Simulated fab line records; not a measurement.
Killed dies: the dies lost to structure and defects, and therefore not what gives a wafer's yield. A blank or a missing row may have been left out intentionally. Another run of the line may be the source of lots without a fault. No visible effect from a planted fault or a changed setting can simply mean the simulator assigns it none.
The same fault as seen by 2 desks / flow nandHarc / numbers are kept per desk, each desk with only its own; the story behind them comes last

## FROM THE METROLOGY DESK
Lot by lot, what the gauges showed, no matter which tool ran the lot: averages of those sampled wafers that carry a number. Marked OUT: a lot whose mean sits more than 4 standard deviations from the usual mean, which makes it out of limits; the brackets give that distance.
Columns: A = thkNm at NHARC_A_BONDPAD_THK_MEAS_20, usual 169.7 nm; B = cdNm at NHARC_THIN_TSV_CD_MEAS_33, usual 4999.7 nm
lot=L766; first seen here=day 23 12:29; A=169.2; B=5001.6
lot=L769; first seen here=day 24 07:42; A=171.1; B=4997.6
lot=L768; first seen here=day 24 13:05; A=170.9; B=4997.7
lot=L771; first seen here=day 24 18:35; A=168.4; B=5000.1
lot=L774; first seen here=day 26 18:05; A=171.2; B=4998.8
lot=L777; first seen here=day 28 03:28; A=171.2; B=4998.5
lot=L781; first seen here=day 28 18:00; A=171.1; B=4998.5
lot=L780; first seen here=day 29 09:25; A=169.4; B=5000.6
lot=L783; first seen here=day 29 15:08; A=168.5; B=5000.6
lot=L782; first seen here=day 30 07:12; A=168.7; B=4999.0
lot=L787; first seen here=day 31 12:14; A=171.0; B=5000.9
lot=L786; first seen here=day 31 15:29; A=170.7; B=4997.7
lot=L788; first seen here=day 32 09:09; A=169.8; B=5000.7
lot=L789; first seen here=day 32 10:40; A=170.7; B=4997.4
This desk found nothing out of limits on any of the 14 lots.

## THE TOOL OWNER'S DESK: pecvd-01
The tool's own readings at NHARC_A_SLIT_DEP_25 (deposits SiO2, target thk 200 nm): means of the sampled wafers that have a number, for each lot that ran on this tool. Marked OUT: a lot whose mean sits more than 4 standard deviations from the usual mean, which makes it out of limits; the brackets give that distance.
Columns: A = heaterPowerOuterW at NHARC_A_SLIT_DEP_25, usual 282 W; B = heaterPowerW at NHARC_A_SLIT_DEP_25, usual 522 W; C = throttleValvePct at NHARC_A_SLIT_DEP_25, usual 15.8 %
lot=L766; first seen here=day 19 22:33; A=295; B=530; C=16.4
lot=L771; first seen here=day 21 05:43; A=265; B=482; C=16.0
lot=L777; first seen here=day 24 06:35; A=304; B=534; C=16.1
lot=L780; first seen here=day 25 12:04; A=314; B=540; C=16.0
lot=L786; first seen here=day 27 23:38; A=309; B=532; C=16.2
lot=L789; first seen here=day 28 16:49; A=310; B=539; C=16.1
This desk found nothing out of limits on any of the 6 lots.

## TAKEN TOGETHER
The metrology desk saw nothing out of limits.
Nothing out of limits was seen by the tool owner's desk.

## WHAT THE SIMULATOR HAD PUT IN
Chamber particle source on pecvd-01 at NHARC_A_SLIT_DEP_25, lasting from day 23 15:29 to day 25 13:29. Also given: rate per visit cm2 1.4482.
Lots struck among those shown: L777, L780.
